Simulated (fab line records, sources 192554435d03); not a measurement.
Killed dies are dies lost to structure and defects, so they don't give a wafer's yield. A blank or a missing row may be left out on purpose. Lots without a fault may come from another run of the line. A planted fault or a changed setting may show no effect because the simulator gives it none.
fab line records | flow n5_finfet | part 1 of 2: steps 1 to 15 of 26
record lots=5 wafers=15 last_day=17
route steps=1938 shown SD_EPI_N@274 SD_EPI_P@295
lots that met no fault: from a run of the same line without faults
start_h: hours from the record's first day to the start of the lot's first wafer shown | wait_h: hours since the lot's step before | " the same as in the row above | L1.1+2: a row that stands for several wafers | - no value, or no start given | * or withheld: withheld | < > ~ a bound
route shown NAME@n: a module of which the file shows steps, and the number in the route of the first | usual: mean/standard deviation of fault-free wafers | same: alike in all rows | chamber/n: place in a boat | sites: the reading at each site | _std_site: their standard deviation | _edge_site: outer sites' mean less inner sites' | radius_mm: how far each site lies from the wafer's centre | mask NAME#n: copy n | behind: the tool/chamber that last shaped the wafer | hold: why the lot was held/for how many hours/how that ended | device: the transistor (n, p or np) that didn't switch | end of line: the same wafers' tests at the end of the route | a step without rows: its recipe alone | killed: dies lost to structure and defects at the first sort, not the wafer's yield | map: a wafer's dies, x killed, . not, _ none there
set.NAME: the setting as run; set.NAME@STEP: as run at that earlier step | model.NAME: the simulator's own value behind a step, which no gauge read
lots at some steps of the route; a table a step, a row a wafer
services: from which hour (start_h, from the record's first day; less than 0 if before it) a tool's chamber was out of use, for how many hours, and why
## steps
# step N5_SD_EPI_N_ETCH_34
# recipe chemistry=CF4 target=SiARC target_depth_a=455 mask_material=CAR-ArF-block time_s=75.8 ion_energy_ev=80 pressure_mtorr=40 source_w=545 bias_w=36 Ar_flow_sccm=100 cf4_flow_sccm=100 ends=cleared
# usual bias_w=36.00/0.1 cf4_flow_sccm=100.0/0.3 drypump_motor_current_A=5.5/0.59 etch_rf_on_time_s=74.9/1.8 mfc_ar_sccm=100.02/0.27 oes_product_au=0.72/0.081 rf_vpp_V=184.1/1.2 showerhead_plenum_p_Torr=2.14/0.067 throttle_valve_pct=15.57/0.25
# columns lot.wafer tool chamber start_h wait_h bias_w cf4_flow_sccm drypump_motor_current_A etch_rf_on_time_s mfc_ar_sccm oes_product_au rf_hours_counter_h rf_vpp_V showerhead_plenum_p_Torr throttle_valve_pct
L081.1 rie_diel-04 0 91.49 0.0 36.00 99.9 6.2 75.8 100.12 0.64 157 183.7 2.15 15.90
L081.2 " 2 " " 35.88 100.2 4.9 77.0 100.29 0.60 208 183.0 2.06 15.77
L081.4 " 1 " " 36.01 99.3 6.3 75.2 99.96 0.60 238 184.1 2.20 15.59
L083.2 rie_diel-03 1 104.94 0.0 35.86 100.1 4.7 75.6 100.62 0.75 29 183.7 2.09 15.62
L083.3 " 2 " " 35.85 99.6 5.1 72.8 100.50 0.76 32 183.0 2.10 15.49
L083.5 " 0 " " 36.03 99.5 5.7 76.9 100.13 0.58 - 182.9 2.03 15.95
L085.1 rie_diel-05 2 116.64 0.0 35.87 100.3 6.6 71.5 99.80 0.77 29 185.3 2.18 15.30
L085.3 " 1 " " 35.85 100.0 5.5 75.5 100.23 0.65 159 184.5 2.23 15.87
L085.6 " 2 " " 35.82 100.2 6.6 72.1 99.76 0.77 - 186.1 2.18 15.29
L088.2 rie_diel-05 0 138.58 0.0 35.85 99.9 5.1 74.4 100.10 0.77 29 183.7 2.19 15.37
L088.5 " 0 " " 35.91 100.2 5.1 74.8 100.15 0.76 - 185.8 2.19 15.36
L088.6 " 3 " " 35.93 100.1 5.7 72.8 100.10 0.75 - 183.2 2.09 15.36
L089.2 rie_diel-05 3 144.55 0.0 35.91 100.0 5.7 73.5 100.02 0.73 45 182.6 2.09 15.34
L089.4 " 0 " " 35.94 100.0 5.1 74.7 100.10 0.76 32 184.7 2.19 15.39
L089.5 " 0 " " 35.87 100.2 5.1 74.2 99.83 0.76 - 184.7 2.19 15.38
# step N5_SD_EPI_N_ETCH_35
# recipe chemistry=N2/H2 target=SOC overetch_a=1080 mask_material=SiARC temp_c=40 ion_energy_ev=100 source_w=3000 bias_w=133 pressure_mtorr=20 time_s=486 n2_flow_sccm=200 h2_flow_sccm=200
# usual bias_w=133.0/0.39 drypump_motor_current_A=5.5/0.59 n2_flow_sccm=200.0/0.61 oes_product_au=0.74/0.077 rf_vpp_V=240.6/1.4 showerhead_plenum_p_Torr=2.54/0.085 temp_c=40.01/0.11 throttle_valve_pct=23.9/0.33
# columns lot.wafer tool chamber start_h wait_h bias_w drypump_motor_current_A n2_flow_sccm oes_product_au rf_hours_counter_h rf_vpp_V showerhead_plenum_p_Torr temp_c throttle_valve_pct
L081.1 rie_diel-04 0 91.55 0.0 133.0 6.2 199.5 0.67 157 240.5 2.53 40.16 24.1
L081.2 " 2 " " 132.3 4.9 200.1 0.64 208 237.8 2.39 39.82 23.5
L081.4 " 1 " " 133.2 6.3 200.4 0.62 238 242.4 2.62 39.85 23.4
L083.2 rie_diel-03 1 104.99 0.0 133.3 4.7 200.0 0.79 29 239.4 2.49 39.84 24.3
L083.3 " 2 " " 133.4 5.1 199.4 0.79 32 240.1 2.50 40.13 24.2
L083.5 " 0 " " 133.5 5.7 199.7 0.61 - 237.9 2.40 40.18 24.2
L085.1 rie_diel-05 2 116.70 0.0 133.7 6.6 201.1 0.79 29 240.1 2.59 40.09 23.6
L085.3 " 1 " " 133.2 5.5 198.6 0.67 159 241.3 2.64 40.00 24.1
L085.6 " 2 " " 133.0 6.6 200.4 0.79 - 241.1 2.59 40.01 23.6
L088.2 rie_diel-05 0 138.63 0.0 132.7 5.1 199.8 0.80 29 242.0 2.60 40.07 23.8
L088.5 " 0 " " 133.3 5.1 200.0 0.79 - 241.1 2.60 39.97 23.8
L088.6 " 3 " " 133.4 5.7 199.2 0.76 - 240.5 2.48 39.84 23.5
L089.2 rie_diel-05 3 144.61 0.0 133.2 5.7 200.5 0.76 45 239.2 2.48 39.89 23.5
L089.4 " 0 " " 132.5 5.1 199.6 0.79 32 241.7 2.60 39.94 23.8
L089.5 " 0 " " 133.3 5.1 199.7 0.79 - 241.4 2.60 40.12 23.8
# step N5_SD_EPI_N_STRIP_36
# recipe chemistry=N2/H2 temp_c=40 n2_flow_sccm=200 h2_flow_sccm=200 rf_frequency_hz=6e+07
# columns lot.wafer tool chamber start_h wait_h
L081.1+2+4 rie_diel-04 0,2,1 91.86 0.2
L083.2+3+5 rie_diel-03 1,2,0 105.31 0.2
L085.1+3+6 rie_diel-05 2,1,2 117.01 0.2
L088.2+5+6 rie_diel-05 0,0,3 138.95 0.2
L089.2+4+5 rie_diel-05 3,0,0 144.92 0.2
# step N5_SD_EPI_N_ETCHBACK_44
# recipe chemistry=CH3F/O2 mode=anisotropic_etchback target=SiNx target_depth_a=145 stop_on=SiO2 over_etch_frac=0.3 ion_energy_ev=120 pressure_mtorr=30 source_w=395 bias_w=73 Ar_flow_sccm=150 CH3F_flow_sccm=30 O2_flow_sccm=20
# usual CH3F_flow_sccm=30.01/0.098 bias_w=72.96/0.21 drypump_motor_current_A=5.5/0.59 mfc_ar_sccm=150.0/0.45 oes_product_au=0.71/0.074 rf_vpp_V=296/5.9 showerhead_plenum_p_Torr=2.00/0.065 throttle_valve_pct=16.32/0.26
# same over_etch_frac=0.3
# columns lot.wafer tool chamber start_h wait_h CH3F_flow_sccm bias_w drypump_motor_current_A mfc_ar_sccm oes_product_au rf_hours_counter_h rf_vpp_V showerhead_plenum_p_Torr throttle_valve_pct
L081.1 rie_diel-04 0 91.87 0.0 30.01 73.06 6.2 149.7 0.64 157 289 2.01 16.70
L081.2 " 2 " " 29.95 72.91 4.9 149.7 0.61 208 291 1.91 16.45
L081.4 " 1 " " 29.96 73.25 6.3 149.9 0.60 238 299 2.07 16.38
L083.2 rie_diel-03 1 105.32 0.0 29.82 73.25 4.7 149.8 0.75 29 304 1.96 16.42
L083.3 " 2 " " 30.11 73.02 5.1 150.0 0.74 32 301 1.98 16.37
L083.5 " 0 " " 29.98 73.00 5.7 150.6 0.58 - 284 1.89 16.69
L085.1 rie_diel-05 2 117.02 0.0 29.99 73.04 6.6 149.5 0.75 29 302 2.04 16.04
L085.3 " 1 " " 30.03 72.66 5.5 149.7 0.65 159 295 2.08 16.57
L085.6 " 2 " " 30.06 72.90 6.6 150.1 0.76 - 300 2.04 16.05
L088.2 rie_diel-05 0 138.96 0.0 29.96 72.85 5.1 149.6 0.76 29 296 2.04 16.06
L088.5 " 0 " " 29.96 73.01 5.1 149.9 0.77 - 298 2.04 16.07
L088.6 " 3 " " 30.13 73.02 5.7 150.2 0.73 - 294 1.94 16.02
L089.2 rie_diel-05 3 144.93 0.0 29.99 72.88 5.7 149.8 0.72 45 295 1.94 16.03
L089.4 " 0 " " 30.07 72.75 5.1 150.1 0.76 32 295 2.04 16.07
L089.5 " 0 " " 30.10 73.27 5.1 150.1 0.75 - 296 2.04 16.06
# step N5_SD_EPI_N_ETCH_45
# recipe chemistry=CH3F/O2 target=SiOCN target_depth_a=60 mask_material=SOC ion_energy_ev=60 bias_w=29 pressure_mtorr=15 source_w=410 Ar_flow_sccm=150 CH3F_flow_sccm=30 O2_flow_sccm=20
# usual CH3F_flow_sccm=30.01/0.084 bias_w=28.98/0.087 drypump_motor_current_A=5.5/0.59 mfc_ar_sccm=150.0/0.45 oes_product_au=0.84/0.096 rf_vpp_V=127.4/1.1 showerhead_plenum_p_Torr=2.00/0.065 throttle_valve_pct=23.34/0.27
# columns lot.wafer tool chamber start_h wait_h CH3F_flow_sccm bias_w drypump_motor_current_A mfc_ar_sccm oes_product_au rf_hours_counter_h rf_vpp_V showerhead_plenum_p_Torr throttle_valve_pct
L081.1 rie_diel-04 0 91.97 0.1 30.07 29.11 6.2 150.1 0.75 157 127.3 2.01 23.71
L081.2 " 2 " " 30.17 28.93 4.9 149.9 0.70 208 125.4 1.90 23.41
L081.4 " 1 " " 30.09 28.91 6.3 150.2 0.71 239 127.2 2.07 23.18
L083.2 rie_diel-03 1 105.42 0.1 29.91 28.99 4.7 149.6 0.89 29 126.1 1.96 23.53
L083.3 " 2 " " 29.91 28.95 5.1 150.1 0.90 32 126.7 1.97 23.59
L083.5 " 0 " " 30.03 29.13 5.7 150.1 0.67 - 126.0 1.89 23.65
L085.1 rie_diel-05 2 117.12 0.1 30.04 29.01 6.6 149.4 0.89 29 127.4 2.03 23.08
L085.3 " 1 " " 29.91 28.97 5.5 149.8 0.74 159 127.8 2.08 23.56
L085.6 " 2 " " 30.07 28.97 6.6 149.6 0.90 - 128.1 2.03 23.08
L088.2 rie_diel-05 0 139.06 0.1 29.92 28.87 5.1 150.8 0.90 29 128.1 2.03 23.04
L088.5 " 0 " " 29.91 28.80 5.1 149.9 0.89 - 127.8 2.03 23.05
L088.6 " 3 " " 30.19 29.06 5.7 149.7 0.87 - 127.5 1.93 22.93
L089.2 rie_diel-05 3 145.03 0.1 30.04 29.00 5.7 150.0 0.87 45 126.6 1.93 22.92
L089.4 " 0 " " 30.07 29.07 5.1 150.2 0.90 32 128.0 2.03 23.05
L089.5 " 0 " " 30.00 28.96 5.1 150.9 0.87 - 126.4 2.03 23.04
# step N5_SD_EPI_N_ETCH_16
# recipe chemistry=CHF3/O2 target=SiO2 target_depth_a=50 mask_material=SOC pressure_mtorr=30 source_w=650 bias_w=170 Ar_flow_sccm=200 CHF3_flow_sccm=50 O2_flow_sccm=5 ion_energy_ev=200
# usual bias_w=170.0/0.51 drypump_motor_current_A=5.5/0.59 mfc_ar_sccm=200.0/0.71 oes_product_au=0.84/0.097 rf_vpp_V=522/11 showerhead_plenum_p_Torr=2.41/0.075 throttle_valve_pct=18.89/0.26
# columns lot.wafer tool chamber start_h wait_h bias_w drypump_motor_current_A mfc_ar_sccm oes_product_au rf_hours_counter_h rf_vpp_V showerhead_plenum_p_Torr throttle_valve_pct
L081.1 rie_diel-04 0 92.07 0.1 170.6 6.2 200.0 0.75 157 510 2.43 19.26
L081.2 " 2 " " 169.5 4.9 199.8 0.70 208 514 2.31 19.01
L081.4 " 1 " " 169.8 6.3 198.9 0.71 239 525 2.49 18.88
L083.2 rie_diel-03 1 105.52 0.1 170.3 4.7 199.8 0.90 29 536 2.37 19.03
L083.3 " 2 " " 170.3 5.1 200.8 0.91 32 528 2.38 18.99
L083.5 " 0 " " 169.7 5.7 199.5 0.68 - 503 2.29 19.23
L085.1 rie_diel-05 2 117.22 0.1 170.4 6.6 200.0 0.89 29 528 2.45 18.59
L085.3 " 1 " " 170.6 5.5 200.1 0.74 159 517 2.51 19.14
L085.6 " 2 " " 170.1 6.6 200.7 0.90 - 530 2.45 18.60
L088.2 rie_diel-05 0 139.16 0.1 170.1 5.1 200.0 0.90 29 522 2.46 18.64
L088.5 " 0 " " 170.3 5.1 199.5 0.90 - 522 2.46 18.64
L088.6 " 3 " " 170.0 5.7 200.4 0.87 - 517 2.34 18.56
L089.2 rie_diel-05 3 145.13 0.1 169.1 5.7 200.4 0.86 45 517 2.34 18.55
L089.4 " 0 " " 169.8 5.1 199.2 0.89 32 523 2.46 18.64
L089.5 " 0 " " 170.5 5.1 198.5 0.89 - 522 2.46 18.63
# step N5_SD_EPI_N_STRIP_47
# recipe chemistry=CHF3/O2 resist=SiARC rf_frequency_hz=6e+07
# columns lot.wafer tool chamber start_h wait_h
L081.1+2+4 rie_diel-04 0,2,1 92.11 0.0
L083.2+3+5 rie_diel-03 1,2,0 105.56 0.0
L085.1+3+6 rie_diel-05 2,1,2 117.26 0.0
L088.2+5+6 rie_diel-05 0,0,3 139.20 0.0
L089.2+4+5 rie_diel-05 3,0,0 145.17 0.0
# step N5_SD_EPI_N_SD_RECESS_17
# recipe chemistry=HBr/Cl2/O2 target_depth_a=410 mask_material=SOC time_s=23.7 bt_time_s=3 pressure_mtorr=10 icp_w=800 bias_w=112 HBr_flow_sccm=150 Cl2_flow_sccm=80 O2_flow_sccm=12
# usual bias_w=112.0/0.37 drypump_motor_current_A=5.7/0.56 oes_product_au=0.998/0.015 throttle_valve_pct=37.07/0.29
# columns lot.wafer tool chamber start_h wait_h bias_w drypump_motor_current_A oes_product_au rf_hours_counter_h throttle_valve_pct
L081.1 rie_si-06 3 92.14 0.0 112.3 4.9 1.017 105 37.34
L081.2 " 0 " " 112.4 5.6 0.992 132 36.64
L081.4 " 2 " " 111.8 5.3 0.991 51 37.47
L083.2 rie_si-05 0 105.59 0.0 111.7 5.9 1.018 197 36.72
L083.3 " 1 " " 111.5 5.1 0.981 9 37.34
L083.5 " 1 " " 111.3 5.0 0.987 - 37.32
L085.1 rie_si-03 3 117.29 0.0 111.8 6.5 1.010 4 37.14
L085.3 " 0 " " 112.1 5.1 1.005 13 37.01
L085.6 " 3 " " 112.0 6.5 1.007 - 37.15
L088.2 rie_si-06 3 139.23 0.0 112.2 4.9 1.022 106 37.38
L088.5 " 2 " " 112.7 5.2 0.988 - 37.50
L088.6 " 3 " " 112.6 4.9 1.023 - 37.35
L089.2 rie_si-06 3 145.20 0.0 112.2 4.9 1.021 106 37.36
L089.4 " 2 " " 111.8 5.2 0.993 52 37.48
L089.5 " 2 " " 111.4 5.2 0.988 - 37.51
# step N5_SD_EPI_N_STRIP_38
# recipe chemistry=N2/H2 power_w=1000 temp_c=250 h2_frac=0.65 overash_fraction=0.3 pressure_mtorr=withheld n2_flow_sccm=1750 h2_flow_sccm=3250
# usual drypump_motor_current_A=6.0/0.43 heater_power_w=327/40 n2_flow_sccm=1751/6 oes_product_au=0.764/0.012 temp_c=250.02/0.21
# columns lot.wafer tool chamber start_h wait_h drypump_motor_current_A heater_power_w n2_flow_sccm oes_product_au rf_hours_counter_h temp_c
L081.1 plasma_asher-01 1 92.25 0.1 5.6 385 1751 0.771 37 250.12
L081.2 " 0 " " 6.6 294 1740 0.767 37 250.22
L081.4 " 1 " " 5.6 387 1752 0.773 - 249.78
L083.2 plasma_asher-02 1 105.69 0.1 5.6 318 1742 0.773 92 249.70
L083.3 " 1 " " 5.6 320 1746 0.758 - 250.10
L083.5 " 0 " " 6.0 297 1757 0.753 - 249.88
L085.1 plasma_asher-02 1 117.39 0.1 5.6 329 1742 0.767 95 249.97
L085.3 " 0 " " 6.1 300 1761 0.772 - 250.13
L085.6 " 0 " " 6.1 295 1757 0.774 - 250.11
L088.2 plasma_asher-02 0 139.32 0.1 6.0 303 1750 0.765 98 249.84
L088.5 " 0 " " 6.0 295 1741 0.759 - 250.09
L088.6 " 1 " " 5.5 319 1745 0.751 - 249.90
L089.2 plasma_asher-01 0 145.30 0.1 6.5 292 1761 0.789 49 249.86
L089.4 " 0 " " 6.6 289 1759 0.774 - 249.37
L089.5 " 1 " " 5.6 389 1746 0.739 - 250.36
# step N5_SD_EPI_N_WET_ETCH_43
# recipe chemistry=dHF dilution=withheld time_s=14 target=SiO2 target_depth_a=15 temp_c=25
# usual temp_c=25.00/0.098
# columns lot.wafer tool chamber start_h wait_h temp_c
L081.1 wet_bench-04 6 92.33 - 24.95
L081.2 " 4 " " 24.90
L081.4 " 5 " " 25.21
L083.2 wet_bench-02 3 105.78 - 25.02
L083.3 " 7 " " 24.98
L083.5 " 4 " " 25.06
L085.1 wet_bench-04 2 117.48 - 24.99
L085.3 " 0 " " 25.00
L085.6 " 1 " " 25.00
L088.2 wet_bench-06 1 139.41 - 24.90
L088.5 " 2 " " 25.13
L088.6 " 0 " " 25.04
L089.2 wet_bench-02 5 145.38 - 24.98
L089.4 " 2 " " 25.00
L089.5 " 6 " " 24.96
# step N5_SD_EPI_N_STRIP_18
# recipe chemistry=SPM time_s=750 temp_c=130 h2so4_h2o2_vol_ratio=4
# usual temp_c=130.02/0.15
# columns lot.wafer tool chamber start_h wait_h temp_c
L081.1 wet_bench-04 6 92.34 0.0 129.88
L081.2 " 4 " " 130.14
L081.4 " 5 " " 129.76
L083.2 wet_bench-02 3 105.79 0.0 130.16
L083.3 " 7 " " 130.22
L083.5 " 4 " " 129.89
L085.1 wet_bench-04 2 117.48 0.0 129.89
L085.3 " 0 " " 130.25
L085.6 " 1 " " 130.02
L088.2 wet_bench-06 1 139.42 0.0 130.07
L088.5 " 2 " " 130.12
L088.6 " 0 " " 130.21
L089.2 wet_bench-02 5 145.39 0.0 130.12
L089.4 " 2 " " 129.89
L089.5 " 6 " " 129.77
# step N5_SD_EPI_N_SRD_20
# recipe dry=ipa_marangoni do_ppb=5 time_s=30 temp_c=23 rinse_liquid=diw
# usual temp_c=23.00/0.12
# columns lot.wafer tool chamber start_h wait_h temp_c
L081.1 wet_bench-04 6 92.55 0.0 23.10
L081.2 " 4 " " 22.84
L081.4 " 5 " " 22.82
L083.2 wet_bench-02 3 105.99 0.0 22.99
L083.3 " 7 " " 22.89
L083.5 " 4 " " 23.06
L085.1 wet_bench-04 2 117.69 0.0 22.94
L085.3 " 0 " " 23.06
L085.6 " 1 " " 23.08
L088.2 wet_bench-06 1 139.62 0.0 23.08
L088.5 " 2 " " 22.80
L088.6 " 0 " " 22.95
L089.2 wet_bench-02 5 145.60 0.0 22.93
L089.4 " 2 " " 23.22
L089.5 " 6 " " 22.84
# step N5_SD_EPI_N_PRECLEAN_48
# recipe chemistry=NF3:NH3 afs_cycles=2 temp_c=30 time_s=20 sublimation_temp_c=180 sublimation_time_s=60 pressure_torr=3 rf_power_w=30
# usual susceptor_temp_C=29.97/0.1
# columns lot.wafer tool chamber start_h wait_h susceptor_temp_C
L081.1 epi_rpcvd-03 0 92.60 0.0 30.04
L081.2 " 0 " " 30.10
L081.4 " 0 " " 29.92
L083.2 epi_rpcvd-04 0 106.12 0.1 29.90
L083.3 " 0 " " 30.02
L083.5 " 0 " " 29.93
L085.1 epi_rpcvd-02 0 117.74 0.0 29.87
L085.3 " 0 " " 29.93
L085.6 " 0 " " 29.91
L088.2 epi_rpcvd-04 0 139.74 0.1 29.91
L088.5 " 0 " " 30.06
L088.6 " 0 " " 30.09
L089.2 epi_rpcvd-02 0 145.71 0.1 30.07
L089.4 " 0 " " 30.01
L089.5 " 0 " " 30.07
# step N5_SD_EPI_N_VAPOR_ETCH_50
# recipe chemistry=HCl target=Si temp_c=775 time_s=54 pressure_torr=20 mode=isotropic
# usual susceptor_temp_C=775.0/0.32 throttle_valve_pct=12.01/0.27
# columns lot.wafer tool chamber start_h wait_h susceptor_temp_C throttle_valve_pct
L081.1 epi_rpcvd-03 0 92.96 0.3 775.1 11.83
L081.2 " 0 " " 775.0 12.20
L081.4 " 0 " " 775.0 11.69
L083.2 epi_rpcvd-04 0 106.56 0.4 775.2 11.90
L083.3 " 0 " " 774.6 11.84
L083.5 " 0 " " 774.9 12.02
L085.1 epi_rpcvd-02 0 118.10 0.3 775.1 12.53
L085.3 " 0 " " 775.1 12.34
L085.6 " 0 " " 775.2 12.26
L088.2 epi_rpcvd-04 0 140.07 0.3 774.7 11.70
L088.5 " 0 " " 774.5 11.62
L088.6 " 0 " " 774.8 11.66
L089.2 epi_rpcvd-02 0 146.04 0.3 775.6 12.65
L089.4 " 0 " " 774.9 12.06
L089.5 " 0 " " 775.2 12.22
# step N5_SD_EPI_N_EPI_21
# recipe material=Si:P dopant=P temp_c=680 pressure_torr=255 time_s=690
# usual susceptor_temp_C=680.0/0.31
# columns lot.wafer tool chamber start_h wait_h susceptor_temp_C
L081.1 epi_rpcvd-03 0 93.14 0.1 680.1
L081.2 " 0 " " 679.6
L081.4 " 0 " " 679.5
L083.2 epi_rpcvd-04 0 107.14 0.5 680.4
L083.3 " 0 " " 680.2
L083.5 " 0 " " 680.0
L085.1 epi_rpcvd-02 0 118.28 0.1 679.5
L085.3 " 0 " " 679.8
L085.6 " 0 " " 679.1
L088.2 epi_rpcvd-04 0 140.50 0.4 680.3
L088.5 " 0 " " 680.0
L088.6 " 0 " " 680.1
L089.2 epi_rpcvd-02 0 146.47 0.4 680.2
L089.4 " 0 " " 679.9
L089.5 " 0 " " 680.1
